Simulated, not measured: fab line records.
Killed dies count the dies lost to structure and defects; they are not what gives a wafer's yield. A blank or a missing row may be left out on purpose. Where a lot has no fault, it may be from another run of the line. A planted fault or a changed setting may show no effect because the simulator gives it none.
Split-lot experiment -- flow n5 finfet -- route with 1938 steps; 7 lots, 39 wafers read

== THE SPLIT ==
At N5_FIN_SAQP_SPACER2_ALD_28 (deposits SiO2, target thk 8.1 nm, pulse time 1 s, purge time 2 s), the setting target thk a was moved away from the recipe's 81 angstrom on 15 of the 39 wafers read, by -58.3% to +58.9%. This setting was run at the recipe's value on the other wafers.

== FROM THE SPLIT TO THE READING: what the file shows between them, 9 steps ==
- N5_FIN_SAQP_SPACER2_ETCHBACK_29: etches SiO2 in CHF3/O2, target depth 12.2 nm, time 6.1 s
- N5_FIN_SAQP_MANDREL2_REMOVE_60: chemistry HBr/Cl2/O2, target a-Si, stops on SiNx, bt time 10 s
- N5_FIN_SAQP_CD_MEAS_31: target cd 8 nm
- N5_FIN_SAQP_HM_OPEN_33: chemistry CH3F/O2, target SiNx, target depth 49.4 nm, time 70.6 s
- N5_FIN_SAQP_ETCH_34: etches SiO2 in C4F6/O2, target depth 45 nm, time 15 s
- N5_FIN_SAQP_STRIP_77: strips in N2/H2, time 90 s
- N5_FIN_SAQP_HM_CD_35: target cd 8 nm
- N5_FIN_SAQP_ETCH_64: etches SiO2 in CF4, target depth 1.5 nm
- N5_FIN_SAQP_FIN_ETCH_36: etches the open film in HBr/Cl2/O2, target depth 120 nm, time 50.4 s

== THE READING ==
Shown in nm: cd nm at N5_FIN_SAQP_CD_MEAS_37, with target cd 8 nm. Fault-free wafers of this fab line usually give 8.07 nm, standard deviation 0.24 nm.

wafer,"tool, chamber at the split","target thk a as run, angstrom",against the recipe,"cd nm, nm",against lot-mates on the recipe
L074.1,"ald sin-02, 2",81,recipe,8.06,-
L074.2,"ald sin-02, 1,3,3",33.81,-58.3%,3.24,-4.81
L074.3,"ald sin-02, 0",81,recipe,8.27,-
L074.4,"ald sin-02, 1,3,3",33.81,-58.3%,3.13,-4.92
L074.5,"ald sin-02, 1,3,3",33.81,-58.3%,3.32,-4.73
L074.6,"ald sin-02, 2",81,recipe,7.81,-
L078.1,"ald sin-04, 0,2,0",81,recipe,7.95,-
L078.2,"ald sin-04, 3,1,1",59.99,-25.9%,6.01,-2.15
L078.3,"ald sin-04, 0,2,0",81,recipe,8.24,-
L078.4,"ald sin-04, 3,1,1",59.99,-25.9%,5.79,-2.37
L078.5,"ald sin-04, 3,1,1",59.99,-25.9%,6.00,-2.16
L078.6,"ald sin-04, 0,2,0",81,recipe,8.29,-
L079.1,"ald sin-02, 3,2,1",39.9,-50.7%,4.26,-3.72
L079.2,"ald sin-02, 0,1,0",81,recipe,7.85,-
L079.3,"ald sin-02, 3,2,1",39.9,-50.7%,3.67,-4.31
L079.4,"ald sin-02, 3,2,1",39.9,-50.7%,4.06,-3.92
L079.5,"ald sin-02, 0,1,0",81,recipe,7.80,-
L079.6,"ald sin-02, 0,1,0",81,recipe,8.29,-
L080.1,"ald sin-02, 3,0,2",128.7,+58.9%,13.28,+4.90
L080.2,"ald sin-02, 1,2,1",81,recipe,8.43,-
L080.3,"ald sin-02, 1,2,1",81,recipe,8.63,-
L080.4,"ald sin-02, 3,0,2",128.7,+58.9%,12.37,+3.99
L080.5,"ald sin-02, 1,2,1",81,recipe,8.07,-
L080.6,"ald sin-02, 3,0,2",128.7,+58.9%,13.22,+4.84
L083.1,"ald sin-04, 1,2,0",111.8,+38.0%,10.89,+2.74
L083.2,"ald sin-04, 1,2,0",111.8,+38.0%,11.07,+2.92
L083.3,"ald sin-04, 0,3,3",81,recipe,8.07,-
L083.4,"ald sin-04, 0,3,3",81,recipe,7.99,-
L083.5,"ald sin-04, 0,3,3",81,recipe,8.40,-
L083.6,"ald sin-04, 1,2,0",111.8,+38.0%,10.99,+2.84
L094.2,"ald sin-02, 1",81,recipe,8.36,-
L094.4,"ald sin-02, 0,1",81,recipe,8.21,-
L094.6,"ald sin-02, 0,1",81,recipe,8.16,-
L095.1,"ald sin-03, 3,1,2,0,3,0",81,recipe,8.34,-
L095.2,"ald sin-03, 3,1,2,0,3,0",81,recipe,8.12,-
L095.3,"ald sin-03, 3,1,2,0,3,0",81,recipe,8.12,-
L095.4,"ald sin-03, 3,1,2,0,3,0",81,recipe,7.78,-
L095.5,"ald sin-03, 3,1,2,0,3,0",81,recipe,7.99,-
L095.6,"ald sin-03, 3,1,2,0,3,0",81,recipe,7.95,-
The file does not say which wafer passed through which chamber wherever a row lists several chambers: such a row stands for several wafers.

THE FIT
A straight line over all 39 wafers: cd nm changes by +0.0817 nm for each +1% of target thk a; r = +1.00; the points scatter about the line by 0.24 nm.
The same after taking each lot's own level away (the mean of its wafers on the recipe; 39 wafers): +0.0793 nm for each +1%; r = +1.00; scatter 0.22 nm.
That fit puts the effect of the largest move of target thk a on the reading at 4.7 nm.
Measured against the standard deviation above, the lots' own levels, which go from 7.980 to 8.377 nm, span 1.7 times it.
The two slopes agree, so the slope changes little with the lot-to-lot level.
Check: +4.58 nm against its lot-mates is what the line predicts for one of the wafers moved furthest among these (+58.9%) when that wafer is left out of the fit. Against them it came out at +4.9 nm.

== ADDITIONAL SPLITS CARRIED BY THESE WAFERS ==
Before the reading, these wafers also passed through other splits. Each is held against what the fit with the lots' levels taken away leaves over:
other split on the same wafers,wafers away from the commonest value,r with cd nm (lot level and that fit taken away)
N5_ZERO_LAYER_DEVELOP_10 develop time s,15,+0.24

== THE WHOLE CHAIN: every reading that the file lists as answering this split, in the file's order ==
step,what it does,reading,change (the file's fit),r (the file's)
N5_FIN_SAQP_SPACER2_ALD_28,"deposits SiO2, target thk 8.1 nm, pulse time 1 s, purge time 2 s","SiO2_of_FIN_SAQP_SPACER2_ALD_28.thk nm (the simulator's own value, which no gauge read)",+0.0799 nm for each +1% of the setting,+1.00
N5_FIN_SAQP_MANDREL2_REMOVE_60,"chemistry HBr/Cl2/O2, target a-Si, stops on SiNx, bt time 10 s","FIN_SAQP.cd nm (the simulator's own value, which no gauge read)",+0.0808 nm for each +1% of the setting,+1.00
N5_FIN_SAQP_CD_MEAS_31,target cd 8 nm,cd nm,+0.083 nm for each +1% of the setting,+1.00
N5_FIN_SAQP_ETCH_34,"etches SiO2 in C4F6/O2, target depth 45 nm, time 15 s","FIN_SAQP.cd nm (the simulator's own value, which no gauge read)",+0.0804 nm for each +1% of the setting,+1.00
N5_FIN_SAQP_HM_CD_35,target cd 8 nm,cd nm,+0.0812 nm for each +1% of the setting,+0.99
N5_FIN_SAQP_CD_MEAS_37,target cd 8 nm,cd nm,+0.0794 nm for each +1% of the setting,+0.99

== THE FILE'S OWN FIT ==
cd nm changes by +0.0794 nm for each +1% of target thk a, r = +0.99.
